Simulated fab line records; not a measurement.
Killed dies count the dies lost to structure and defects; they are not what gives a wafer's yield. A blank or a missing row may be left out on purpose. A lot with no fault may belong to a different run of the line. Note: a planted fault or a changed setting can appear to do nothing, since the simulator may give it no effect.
fab line records	flow nand-harc
[record] lots = 6	wafers = 18	last-day = 32
route steps=1302 shown A_M0@1166 A_M1@1169 END@1302
lots that met no fault: taken from a fault-free run of the same line
start-h: start of the lot's first displayed wafer, in hours after the record's first day	wait-h: hours from the lot's prior step to this one	" as in the row above	L1.1+2: one row covering several wafers at once	- either no value or no given start	* or withheld: withheld	< > ~ a bound
route shown NAME@n: a module of which the file shows steps, and the number in the route of the first	usual: mean and standard deviation over wafers with no fault	same: alike in all rows	chamber/n: place in a boat	sites: the reading at each site	_std_site: their standard deviation	_edge_site: outer sites' mean less inner sites'	radius-mm: for every site, how far away it sits from the centre of the wafer	mask NAME#n: copy n	behind: the most recent tool/chamber to have shaped the wafer	hold: the reason the lot was held/the length of the hold in hours/how it ended	device: transistor that didn't switch, given as n, p or np	end of line: the same wafers' tests at the end of the route	step lacking rows: just its recipe	killed: count of dies lost to structure and defects at first sort (not the wafer's yield)	map: the dies of a wafer, with x for killed, . for not killed, _ for no die there
set.NAME: the run value of the setting; set.NAME@STEP: its run value at that earlier step	model.NAME: the simulator's own value behind a step, which no gauge read
lots at selected steps of the route; one table per step, one row per wafer
services: when a tool's chamber went out of use (start-h, in hours from the record's first day, below 0 if earlier), for how many hours, and the reason
[[steps]]
[step NHARC_A_M0_INSPECT_27]
[usual] raw-defect-count = 591/170
lot.wafer	tool	chamber	start-h	wait-h	raw-defect-count
L260.2	defect-inspect-01	-	576.41	0.0	601
L260.3	"	-	"	"	403
L260.6	"	-	"	"	693
L266.1	defect-inspect-02	-	647.65	0.0	466
L266.2	"	-	"	"	386
L266.4	"	-	"	"	364
L271.1	defect-inspect-01	-	698.03	0.0	703
L271.2	"	-	"	"	822
L271.4	"	-	"	"	629
L270.1	defect-inspect-02	-	702.54	0.0	547
L270.2	"	-	"	"	474
L270.6	"	-	"	"	487
L272.2	defect-inspect-01	-	704.62	0.0	437
L272.4	"	-	"	"	382
L272.5	"	-	"	"	348
L273.3	defect-inspect-02	-	721.01	0.0	475
L273.4	"	-	"	"	545
L273.5	"	-	"	"	511
[step NHARC_A_M0_PRE_CLEAN_31]
[recipe] time-s = 12	temp-c = 370	rf-power-w = 300	gas = NH3
[usual] heater-power-w = 677/85	rf-fwd-power-W = 292.5/0.74
lot.wafer	tool	chamber	start-h	wait-h	heater-power-w	rf-fwd-power-W
L260.3	pecvd-03	2	576.47	0.1	635	292.3
L260.2	"	1	"	"	624	293.0
L260.6	"	2	"	"	624	291.7
L266.1	pecvd-01	2	647.73	0.1	578	291.6
L266.2	"	0	"	"	610	291.8
L266.4	"	2	"	"	564	292.1
L271.1	pecvd-01	2	698.10	0.1	573	293.0
L271.2	"	1	"	"	732	293.1
L271.4	"	1	"	"	726	293.1
L270.1	pecvd-04	0	702.62	0.1	818	293.4
L270.2	"	1	"	"	647	292.7
L270.6	"	0	"	"	831	292.1
L272.2	pecvd-04	0	704.70	0.1	796	292.4
L272.5	"	2	"	"	644	292.8
L272.4	"	1	"	"	638	292.8
L273.3	pecvd-04	2	721.08	0.1	714	291.6
L273.5	"	2	"	"	708	292.6
L273.4	"	1	"	"	672	293.0
[step NHARC_A_M0_DEP_32]
[recipe] target-thk-a = 300	temp-c = 370	target-thk-nm = 30	pressure-torr = 3	flow-sccm = 200	rf-w = 450	material = SiCN
[usual] heater-power-w = 627/88	rf-fwd-power-W = 448.9/1.3
lot.wafer	tool	chamber	start-h	wait-h	heater-power-w	rf-fwd-power-W
L260.3	pecvd-03	2	576.55	0.1	569	447.5
L260.2	"	1	"	"	609	450.2
L260.6	"	2	"	"	569	447.2
L266.1	pecvd-01	2	647.84	0.1	490	452.0
L266.2	"	0	"	"	604	446.9
L266.4	"	2	"	"	506	447.7
L271.1	pecvd-01	2	698.18	0.1	487	451.2
L271.2	"	1	"	"	725	448.3
L271.4	"	1	"	"	705	447.0
L270.1	pecvd-04	0	702.73	0.1	772	448.4
L270.2	"	1	"	"	615	450.5
L270.6	"	0	"	"	773	449.3
L272.2	pecvd-04	0	704.81	0.1	808	449.2
L272.5	"	2	"	"	680	450.5
L272.4	"	1	"	"	650	449.5
L273.3	pecvd-04	2	721.16	0.1	619	446.2
L273.5	"	2	"	"	612	450.4
L273.4	"	1	"	"	609	448.9
[step NHARC_A_M1_DEP_00]
[recipe] target-thk-a = 1825	target-thk-nm = 182.5	temp-c = withheld	pressure-torr = 5	flow-sccm = 200	rf-w = 600	material = SiOC
[step NHARC_A_M1_DEHYDRATE_01]
[recipe] temp-c = 150	time-s = 120
[step NHARC_A_M1_HMDS_02]
[recipe] time-s = 30
[step NHARC_A_M1_COAT_34]
[recipe] temp-c = 200	time-s = 65
[step NHARC_A_M1_COAT_03]
[recipe] spin-rpm = 1500	resist-thk-nm = 90
[step NHARC_A_M1_SOFTBAKE_04]
[recipe] temp-c = 105	time-s = 55
[step NHARC_A_M1_EBR_05]
[step NHARC_A_M1_EXPOSE_06]
[recipe] na = 1.35	target-cd-nm = 120	dose-mj = 75.13	mask-id = A_M1
[step NHARC_A_M1_PEB_07]
[recipe] peb-temp-c = 100	peb-time-s = 65
lot.wafer	tool	chamber	start-h	wait-h
L260.2+3+6	litho-track-01	0	577.70	0.1
L266.1+2+4	litho-track-04	0	648.96	0.1
L271.1+2+4	litho-track-04	0	699.36	0.1
L270.1+2+6	litho-track-01	0	703.85	0.1
L272.2+4+5	litho-track-04	0	705.81	0.1
L273.3+4+5	litho-track-06	0	722.33	0.0
[step NHARC_A_M1_DEVELOP_08]
[recipe] develop-time-s = 35	dev-temp-c = 23
[step NHARC_A_M1_CD_MEAS_09]
[recipe] target-cd-nm = 120	landing-energy-ev = 500
[usual] cd-nm = 119.8/0.5
lot.wafer	tool	chamber	start-h	wait-h	cd-nm
L260.2	cd-sem-03	0	577.78	-	119.3
L260.3	"	0	"	"	119.0
L260.6	"	0	"	"	119.8
L266.1	cd-sem-03	0	649.04	-	120.7
L266.2	"	0	"	"	120.4
L266.4	"	0	"	"	120.7
L271.1	cd-sem-01	0	699.44	-	119.4
L271.2	"	0	"	"	120.0
L271.4	"	0	"	"	121.9
L270.1	cd-sem-01	0	703.93	-	119.8
L270.2	"	0	"	"	120.1
L270.6	"	0	"	"	120.1
L272.2	cd-sem-02	0	705.89	-	120.0
L272.4	"	0	"	"	121.8
L272.5	"	0	"	"	121.6
L273.3	cd-sem-01	0	722.41	-	120.1
L273.4	"	0	"	"	119.7
L273.5	"	0	"	"	119.8
[step NHARC_A_M1_OVL_MEAS_10]
[recipe] pitch-nm = 240
[usual] overlay-x-nm = 0.0/0.9	overlay-y-nm = -0.1/1.1
lot.wafer	tool	chamber	start-h	wait-h	overlay-x-nm	overlay-y-nm
L260.2	overlay-02	-	577.87	-	-0.5	-1.2
L260.3	"	-	"	"	-0.9	-1.0
L260.6	"	-	"	"	-0.4	-0.9
L266.1	overlay-01	-	649.13	-	-1.0	-0.3
L266.2	"	-	"	"	-1.5	-1.0
L266.4	"	-	"	"	-1.0	-0.5
L271.1	overlay-01	-	699.53	-	0.4	-0.5
L271.2	"	-	"	"	0.5	-0.7
L271.4	"	-	"	"	0.6	-1.0
L270.1	overlay-02	-	704.02	-	-0.7	-0.5
L270.2	"	-	"	"	-0.1	-0.3
L270.6	"	-	"	"	-0.3	-0.2
L272.2	overlay-02	-	705.97	-	-0.5	-1.2
L272.4	"	-	"	"	-0.4	-0.8
L272.5	"	-	"	"	-0.5	-0.8
L273.3	overlay-02	-	722.50	-	1.6	-0.6
L273.4	"	-	"	"	1.5	-1.0
L273.5	"	-	"	"	1.2	0.0
[step NHARC_A_M1_INSPECT_11]
[usual] raw-defect-count = 93/40
lot.wafer	tool	chamber	start-h	wait-h	raw-defect-count
L260.2	defect-inspect-02	-	577.90	0.0	37
L260.3	"	-	"	"	19
L260.6	"	-	"	"	43
L266.1	defect-inspect-02	-	649.16	0.0	49
L266.2	"	-	"	"	37
L266.4	"	-	"	"	49
L271.1	defect-inspect-02	-	699.57	0.0	144
L271.2	"	-	"	"	91
L271.4	"	-	"	"	114
L270.1	defect-inspect-01	-	704.05	0.0	112
L270.2	"	-	"	"	114
L270.6	"	-	"	"	96
L272.2	defect-inspect-02	-	706.01	0.0	42
L272.4	"	-	"	"	32
L272.5	"	-	"	"	29
L273.3	defect-inspect-01	-	722.53	0.0	130
L273.4	"	-	"	"	118
L273.5	"	-	"	"	104
[step NHARC_A_M1_DESCUM_14]
[recipe] time-s = 3	o2-flow-sccm = 200	ar-flow-sccm = 0	bias-power-w = 0	chemistry = O2
[usual] drypump-motor-current-A = 5.8/0.59	oes-product-au = 1.001/0.0081	rf-vpp-V = 57.8/0.94	showerhead-plenum-p-Torr = 1.90/0.098	throttle-valve-pct = 11.312/0.0097
lot.wafer	tool	chamber	start-h	wait-h	drypump-motor-current-A	oes-product-au	rf-hours-counter-h	rf-vpp-V	showerhead-plenum-p-Torr	throttle-valve-pct	model.A_M1.cd-nm
L260.2	rie-diel-01	3	577.97	0.1	4.7	1.008	0.3	56.0	1.98	11.326	119.2
L260.3	"	1	"	"	6.6	1.015	0.2	55.9	1.99	11.303	119.1
L260.6	"	3	"	"	4.7	1.002	-	58.3	1.98	11.305	120
L266.2	rie-diel-01	0	649.23	0.1	5.8	0.984	1.7	58.7	1.88	11.317	120.5
L266.4	"	1	"	"	6.6	1.009	1.5	57.3	1.99	11.310	120.8
L266.1	"	2	"	"	6.1	1.001	1.5	58.0	2.06	11.313	120.5
L271.1	rie-diel-01	0	699.64	0.1	5.8	0.993	3.6	57.1	1.88	11.312	119.8
L271.4	"	1	"	"	6.6	1.010	3.3	57.4	1.98	11.302	121.9
L271.2	"	2	"	"	6.1	1.010	3.1	59.8	2.06	11.334	120.2
L270.2	rie-diel-08	1	704.11	0.1	5.8	1.000	7.7	59.2	1.77	11.315	120.1
L270.1	"	3	"	"	6.7	1.004	8.2	57.6	1.78	11.313	120.3
L270.6	"	2	"	"	6.0	1.005	-	56.9	1.77	11.297	120.6
L272.2	rie-diel-01	3	706.09	0.1	4.7	0.989	3.7	57.7	1.97	11.302	120.5
L272.5	"	0	"	"	5.8	0.989	-	57.3	1.88	11.321	122.1
L272.4	"	3	"	"	4.7	0.993	-	57.5	1.98	11.334	121.8
L273.4	rie-diel-01	3	722.59	0.1	4.7	0.995	4.2	57.4	1.98	11.302	120.2
L273.3	"	1	"	"	6.6	1.003	4.4	58.3	1.98	11.301	120.6
L273.5	"	3	"	"	4.7	1.011	-	57.8	1.97	11.300	120.1
[step NHARC_A_M1_ETCH_35]
[recipe] target-depth-a = 400	overetch-a = 120	time-s = 43.94	ion-energy-ev = 200	n2-flow-sccm = 150	h2-flow-sccm = 150	ar-flow-sccm = 0	rf-w = 400	bias-w = 150	chemistry = N2/H2
[usual] drypump-motor-current-A = 5.8/0.57	oes-product-au = 1.001/0.0082	rf-fwd-power-W = 394.8/2	rf-vpp-V = 430/3.3	showerhead-plenum-p-Torr = 2.03/0.11	throttle-valve-pct = 14.170/0.0085
lot.wafer	tool	chamber	start-h	wait-h	drypump-motor-current-A	oes-product-au	rf-fwd-power-W	rf-hours-counter-h	rf-vpp-V	showerhead-plenum-p-Torr	throttle-valve-pct
L260.2	rie-diel-01	0	578.05	0.1	5.8	0.993	392.3	0.3	428	2.00	14.166
L260.3	"	2	"	"	6.1	0.996	395.9	0.3	435	2.21	14.182
L260.6	"	1	"	"	6.6	1.003	397.2	-	434	2.12	14.177
L266.1	rie-diel-01	2	649.31	0.1	6.1	0.996	397.9	1.5	436	2.21	14.163
L266.2	"	0	"	"	5.8	0.997	392.7	1.7	429	2.00	14.178
L266.4	"	1	"	"	6.7	1.001	396.4	1.5	432	2.12	14.159
L271.2	rie-diel-01	1	699.71	0.1	6.6	1.004	397.0	3.3	433	2.12	14.169
L271.4	"	2	"	"	6.1	0.992	395.8	3.1	435	2.20	14.168
L271.1	"	3	"	"	4.7	0.993	392.6	3.4	433	2.11	14.177
L270.1	rie-diel-08	1	704.20	0.1	5.8	1.016	391.2	7.7	426	1.89	14.168
L270.2	"	0	"	"	5.7	1.000	397.6	7.6	433	2.11	14.187
L270.6	"	2	"	"	6.0	0.995	393.5	-	427	1.89	14.170
L272.2	rie-diel-01	0	706.17	0.1	5.8	0.994	392.5	4.0	429	2.00	14.176
L272.4	"	1	"	"	6.7	1.001	395.5	-	431	2.12	14.181
L272.5	"	3	"	"	4.7	0.992	394.5	-	433	2.11	14.175
L273.3	rie-diel-01	1	722.68	0.1	6.6	1.005	398.1	4.4	432	2.12	14.172
L273.4	"	3	"	"	4.7	1.001	396.1	4.2	433	2.11	14.164
L273.5	"	1	"	"	6.7	0.999	398.4	-	432	2.12	14.165
[step NHARC_A_M1_ETCH_15]
[recipe] target-depth-a = 1825	time-s = 91.2	c4f8-flow-sccm = withheld	ar-flow-sccm = 400	rf-w = 600	bias-w = 300	chemistry = C4F8/Ar
[usual] oes-product-au = 0.956/0.019	rf-fwd-power-W = 595.5/2.4	rf-vpp-V = 440/3.4
lot.wafer	tool	chamber	start-h	wait-h	oes-product-au	rf-fwd-power-W	rf-hours-counter-h	rf-vpp-V
L260.3	rie-diel-01	3	-	-	0.952	596.5	0.4	444
L260.2	"	0	"	"	0.970	598.4	0.3	438
L260.6	"	2	"	"	0.946	596.6	-	446
L266.1	rie-diel-01	2	-	-	0.970	596.4	1.6	445
L266.2	"	3	"	"	0.976	596.3	1.7	442
L266.4	"	0	"	"	0.952	594.5	1.7	440
L271.4	rie-diel-01	2	-	-	0.954	595.1	3.2	446
L271.1	"	3	"	"	0.951	594.3	3.4	443
L271.2	"	0	"	"	0.946	592.7	3.6	440
L270.2	rie-diel-08	3	-	-	0.920	598.6	8.2	436
L270.1	"	2	"	"	0.927	595.3	8.2	436
L270.6	"	0	"	"	0.931	596.4	-	441
L272.2	rie-diel-01	0	-	-	0.959	590.6	4.0	439
L272.4	"	3	"	"	0.955	592.5	-	444
L272.5	"	1	"	"	0.966	596.1	-	443
L273.4	rie-diel-01	2	-	-	0.959	598.7	3.7	445
L273.3	"	1	"	"	0.980	595.8	4.5	442
L273.5	"	2	"	"	0.964	597.8	-	446
[step NHARC_A_M1_CD_MEAS_16]
[usual] cd-nm = 119.7/0.63
lot.wafer	tool	chamber	start-h	wait-h	cd-nm
L260.2	cd-sem-02	-	578.27	-	118.8
L260.3	"	-	"	"	119.2
L260.6	"	-	"	"	119.5
L266.1	cd-sem-02	-	649.53	-	119.9
L266.2	"	-	"	"	120.0
L266.4	"	-	"	"	120.3
L271.1	cd-sem-03	-	699.93	-	120.0
L271.2	"	-	"	"	120.1
L271.4	"	-	"	"	121.5
L270.1	cd-sem-03	-	704.42	-	120.0
L270.2	"	-	"	"	119.3
L270.6	"	-	"	"	120.3
L272.2	cd-sem-02	-	706.42	-	120.5
L272.4	"	-	"	"	121.6
L272.5	"	-	"	"	122.1
L273.3	cd-sem-03	-	722.90	-	120.5
L273.4	"	-	"	"	120.2
L273.5	"	-	"	"	119.5
[step NHARC_A_M1_STRIP_18]
[recipe] power-w = 1000	n2-flow-sccm = 150	h2-flow-sccm = 150	ar-flow-sccm = 0	bias-w = 0	chemistry = N2/H2
[usual] drypump-motor-current-A = 5.8/0.57	oes-product-au = 0.999/0.0078	rf-fwd-power-W = 997/3.1	rf-vpp-V = 90.7/1.1	showerhead-plenum-p-Torr = 2.04/0.1	throttle-valve-pct = 14.171/0.0089
lot.wafer	tool	chamber	start-h	wait-h	drypump-motor-current-A	oes-product-au	rf-fwd-power-W	rf-hours-counter-h	rf-vpp-V	showerhead-plenum-p-Torr	throttle-valve-pct
L260.3	rie-diel-01	2	578.40	0.1	6.1	0.999	995	0.3	90.7	2.21	14.162
L260.2	"	3	"	"	4.7	1.005	998	0.4	91.8	2.11	14.173
L260.6	"	0	"	"	5.8	0.991	997	-	89.9	2.00	14.177
L266.1	rie-diel-03	0	649.61	0.1	5.0	0.994	994	0.6	91.6	2.07	14.172
L266.2	"	1	"	"	5.8	0.993	997	0.7	88.3	1.88	14.169
L266.4	"	3	"	"	6.2	0.988	994	0.4	91.9	2.07	14.164
L271.1	rie-diel-01	0	700.01	0.1	5.8	0.990	999	3.7	90.0	2.00	14.177
L271.2	"	2	"	"	6.0	0.995	995	3.2	91.6	2.20	14.175
L271.4	"	3	"	"	4.7	0.992	997	3.5	91.5	2.11	14.178
L270.2	rie-diel-01	0	704.51	0.1	5.8	0.994	993	3.9	91.0	2.00	14.166
L270.1	"	3	"	"	4.7	1.005	993	3.6	90.5	2.11	14.177
L270.6	"	3	"	"	4.7	0.988	993	-	91.1	2.11	14.177
L272.2	rie-diel-08	0	706.50	0.1	5.7	1.000	999	7.9	90.8	2.11	14.166
L272.4	"	1	"	"	5.8	1.012	994	7.9	89.7	1.89	14.162
L272.5	"	0	"	"	5.7	0.991	1001	-	91.9	2.11	14.187
L273.3	rie-diel-03	3	722.97	0.1	6.2	0.996	997	5.0	91.6	2.07	14.169
L273.4	"	0	"	"	5.0	1.001	999	6.3	89.9	2.07	14.170
L273.5	"	3	"	"	6.3	1.009	1000	-	93.3	2.07	14.154
[step NHARC_A_M1_ETCH_28]
[recipe] target-depth-a = 300	over-etch-frac = 0.3	time-s = 72.99	ion-energy-ev = 150	cf4-flow-sccm = 50	n2-flow-sccm = 100	ar-flow-sccm = 150	rf-w = 300	bias-w = 100	chemistry = CF4/N2
[usual] drypump-motor-current-A = 5.8/0.57	oes-product-au = 0.999/0.0069	rf-fwd-power-W = 297.2/1.1	rf-vpp-V = 314.0/2.4	showerhead-plenum-p-Torr = 2.62/0.13	throttle-valve-pct = 19.794/0.0088
lot.wafer	tool	chamber	start-h	wait-h	drypump-motor-current-A	oes-product-au	rf-fwd-power-W	rf-hours-counter-h	rf-vpp-V	showerhead-plenum-p-Torr	throttle-valve-pct	model.A_M1.cd-nm
L260.3	rie-diel-01	3	-	-	4.7	1.002	297.5	0.4	316.0	2.71	19.789	118.9
L260.2	"	0	"	"	5.8	1.002	294.7	0.4	313.5	2.58	19.798	118.8
L260.6	"	3	"	"	4.7	1.012	295.9	-	315.8	2.71	19.792	119.4
L266.4	rie-diel-03	0	-	-	5.0	0.991	298.5	0.7	315.7	2.66	19.796	120.2
L266.1	"	2	"	"	5.3	0.996	297.3	0.5	315.8	2.72	19.805	120.5
L266.2	"	3	"	"	6.2	1.008	297.0	0.4	314.0	2.66	19.796	120.4
L271.2	rie-diel-01	1	-	-	6.6	1.007	298.2	3.5	317.1	2.72	19.771	120.1
L271.1	"	2	"	"	6.1	0.997	296.7	3.2	316.7	2.82	19.790	119.8
L271.4	"	3	"	"	4.7	1.005	297.8	3.5	315.5	2.71	19.799	121.2
L270.2	rie-diel-01	1	-	-	6.6	0.995	298.4	3.7	315.4	2.72	19.796	119.3
L270.1	"	3	"	"	4.7	1.002	298.4	3.7	316.3	2.71	19.766	120.1
L270.6	"	0	"	"	5.8	0.985	296.5	-	313.0	2.58	19.795	120.3
L272.4	rie-diel-08	2	-	-	6.0	1.000	296.9	8.4	311.0	2.44	19.787	121
L272.2	"	0	"	"	5.7	0.997	297.2	7.9	316.0	2.70	19.789	120.1
L272.5	"	1	"	"	5.8	0.997	296.4	-	311.5	2.44	19.790	121.7
L273.3	rie-diel-03	1	-	-	5.8	1.004	296.8	6.2	311.1	2.44	19.792	119.6
L273.4	"	2	"	"	5.3	0.999	296.9	5.0	316.9	2.72	19.790	120.4
L273.5	"	0	"	"	5.0	0.997	296.4	-	314.7	2.66	19.790	118.9
[step NHARC_A_M1_STRIP_19]
[recipe] time-s = 600	temp-c = 30	chemistry = post-etch-residue-remover
[step NHARC_END_SORT_01]
[recipe] temp-c = 25
[usual] defect-limited-yield = 91.4/2.6	killed-at-array = 53/18	killed-at-other = 0.9/1.3	killed-at-periphery = 4/3.1	killed-dies = 58/18	killed-open = 3.4/2	killed-short = 2.5/1.8	sort_bin_2_pct = 3.1/1.2	sort_bin_3_pct = 0.7/0.38	sort_bin_4_pct = 4.8/1.5	sort-n-pass = 619/18	sort-rim-yield-pct = 90/4.6	sort-yield-pct = 91.4/2.6
[same] gross-dies = 677	sort_bin_5_pct[%] = 0	sort_bin_6_pct[%] = 0	sort_bin_7_pct[%] = 0	sort_bin_8_pct[%] = 0	sort-rim-n-gross = 106.00
lot.wafer	tool	chamber	start-h	wait-h	defect-limited-yield[%]	killed-at-array	killed-at-other	killed-at-periphery	killed-dies	killed-open	killed-short	sort_bin_2_pct[%]	sort_bin_3_pct[%]	sort_bin_4_pct[%]	sort-n-pass	sort-rim-yield-pct[%]	sort-yield-pct[%]
L260.2	prober-02	0	613.04	2.8	94.4	35	0	3	38	3	2	3.0	0	2.7	639	92	94.4
L260.3	prober-02	0	613.82	3.1	97.0	19	0	1	20	1	2	0.6	0	2.4	657	94	97.0
L260.6	prober-02	0	616.18	3.9	95.3	30	2	0	32	1	1	1.2	0.4	3.1	645	94	95.3
L271.1	prober-02	0	737.43	2.5	88.2	75	0	5	80	0	1	4.1	1.2	6.5	597	90	88.2
L271.2	prober-02	0	738.23	2.8	90.8	53	5	4	62	3	1	2.7	0.6	5.9	615	86	90.8
L271.4	prober-02	0	739.83	3.4	88.5	74	2	2	78	5	0	4.7	0.6	6.2	599	92	88.5
L270.1	prober-01	0	737.45	2.5	86.4	84	0	8	92	6	6	5.6	0.6	7.4	585	88	86.4
L270.2	prober-01	0	738.24	2.8	89.1	70	0	4	74	8	1	3.8	1.0	6.1	603	78	89.1
L270.6	prober-01	0	741.41	4.0	90.0	64	2	2	68	5	5	4.3	0.7	5.0	609	86	90.0
// killed by level:class
L260.2 A_CHANNEL_HOLE_D2:chamber-film-flake=11 A_CHANNEL_HOLE_D1:chamber-film-flake=5 A_STAIRCASE:chamber-film-flake=4 A_SGD_CUT:chamber-film-flake=4 A_DECK1_JOINT:chamber-film-flake=3 A_CHANNEL_FILL_D2:chamber-film-flake=3 P_CONTACT:geometric-particle:open=1 A_CHANNEL_FILL_D2:geometric-particle:short=1
L260.3 A_CHANNEL_HOLE_D2:chamber-film-flake=7 A_CHANNEL_HOLE_D1:chamber-film-flake=3 A_CHANNEL_FILL_D2:chamber-film-flake=2 A_SGD_CUT:chamber-film-flake=2 P_CONTACT:geometric-particle:short=1 A_CHANNEL_FILL_D1:geometric-particle:open=1 A_CONTACT:geometric-particle:short=1 A_DECK1_JOINT:chamber-film-flake=1
L260.6 A_CHANNEL_HOLE_D2:chamber-film-flake=13 A_CHANNEL_HOLE_D1:chamber-film-flake=3 A_CONTACT:chamber-film-flake=3 A_CHANNEL_FILL_D1:chamber-film-flake=2 A_CHANNEL_FILL_D2:chamber-film-flake=2 A_SLIT:chamber-film-flake=2 THIN_TSV:chamber-film-flake=2 A_ONON_D1:geometric-particle:short=1
L271.1 A_CHANNEL_HOLE_D1:chamber-film-flake=38 A_SLIT:chamber-film-flake=25 A_WL_FILL:chamber-film-flake=5 P_ZERO_WELL:chamber-film-flake=3 A_CONTACT:chamber-film-flake=3 P_M2:chamber-film-flake=2 A_STAIRCASE:chamber-film-flake=2 A_CHANNEL_HOLE_D2:geometric-particle:short=1
L270.1 A_CHANNEL_HOLE_D1:chamber-film-flake=34 A_CHANNEL_HOLE_D2:chamber-film-flake=25 A_STAIRCASE:chamber-film-flake=6 A_CONTACT:chamber-film-flake=4 P_GATE:chamber-film-flake=3 P_CONTACT:geometric-particle:open=2 A_CHANNEL_HOLE_D1:geometric-particle:open=2 A_DECK1_JOINT:chamber-film-flake=2
L271.2 A_SLIT:chamber-film-flake=25 A_CHANNEL_HOLE_D1:chamber-film-flake=18 THIN_TSV:chamber-film-flake=5 A_CONTACT:chamber-film-flake=3 A_CHANNEL_FILL_D1:geometric-particle:open=2 P_M2:chamber-film-flake=2 A_STAIRCASE:chamber-film-flake=2 A_DECK1_JOINT:geometric-particle:short=1
L270.2 A_CHANNEL_HOLE_D2:chamber-film-flake=31 A_CHANNEL_HOLE_D1:chamber-film-flake=22 A_STAIRCASE:chamber-film-flake=3 A_CONTACT:chamber-film-flake=2 A_SLIT:chamber-film-flake=2 P_CONTACT:geometric-particle:open=1 P_M0:geometric-particle:open=1 A_CHANNEL_HOLE_D1:geometric-particle:open=1
L271.4 A_CHANNEL_HOLE_D1:chamber-film-flake=34 A_SLIT:chamber-film-flake=24 A_STAIRCASE:chamber-film-flake=7 A_CHANNEL_HOLE_D1:geometric-particle:open=2 A_WL_FILL:geometric-particle:open=2 A_CONTACT:chamber-film-flake=2 THIN_TSV:chamber-film-flake=2 A_M0:geometric-particle:open=1
L270.6 A_CHANNEL_HOLE_D1:chamber-film-flake=20 A_CHANNEL_HOLE_D2:chamber-film-flake=20 A_SLIT:chamber-film-flake=7 A_CONTACT:chamber-film-flake=3 A_CHANNEL_HOLE_D1:geometric-particle:short=2 A_SGD_CUT:geometric-particle:open=2 A_STAIRCASE:chamber-film-flake=2 A_M0:chamber-film-flake=2
[[services]]
tool	chamber	start-h	hours	kind
litho-track-04	-	553.00	7.0	pm
rie-diel-01	-	557.87	9.0	pm
rie-diel-01	0	557.87	9.0	vent-cycle
rie-diel-01	1	557.87	9.0	vent-cycle
rie-diel-01	2	557.87	9.0	vent-cycle
rie-diel-01	3	557.87	9.0	vent-cycle
rie-diel-01	0	566.87	-	clean
rie-diel-01	1	566.87	-	clean
rie-diel-01	2	566.87	-	clean
rie-diel-01	3	566.87	-	clean
rie-diel-01	0	591.37	-	clean
rie-diel-01	1	591.37	-	clean
rie-diel-01	2	591.37	-	clean
rie-diel-01	3	591.37	-	clean
pecvd-04	-	631.40	13.0	pm
rie-diel-03	-	635.30	9.0	pm
pecvd-01	-	673.15	13.0	pm
litho-track-01	-	680.00	7.0	pm
rie-diel-08	-	690.97	0.2	repair
rie-diel-01	2	700.60	8.2	repair
litho-track-06	-	704.00	7.0	pm
rie-diel-08	3	709.80	1.3	repair
rie-diel-08	-	719.06	0.6	repair
rie-diel-08	-	721.80	9.0	pm
[[key]]
[first-sign] step = NHARC_A_M1_CD_MEAS_09	reading = cd-nm	direction = up	sigmas = 3.9	usual = 119.8	struck = 121.8
[effect] step = NHARC_A_M1_CD_MEAS_16	reading = cd-nm	direction = up	sigmas = 3.3	usual = 119.7	struck = 121.7
[model-effect] step = NHARC_A_M1_DESCUM_14	value = A_M1.cd-nm	without = 120.1	struck = 121.9
[model-effect] step = NHARC_A_M1_ETCH_28	value = A_M1.cd-nm	without = 119.6	struck = 121.3
met-at NHARC_A_M1_PEB_07
struck-wafers L271.4,L272.4,L272.5
onset-between 648.96 699.36
[fault] kind = process-parameter-drift	tool = litho-track-04	chamber = -	onset-h = 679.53	steps = NHARC_A_M1_PEB_07	channel = peb-time-s	offset = *	shape = step	end-h = 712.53	scope = struck-wafers-only	acts-in = *	stated = *
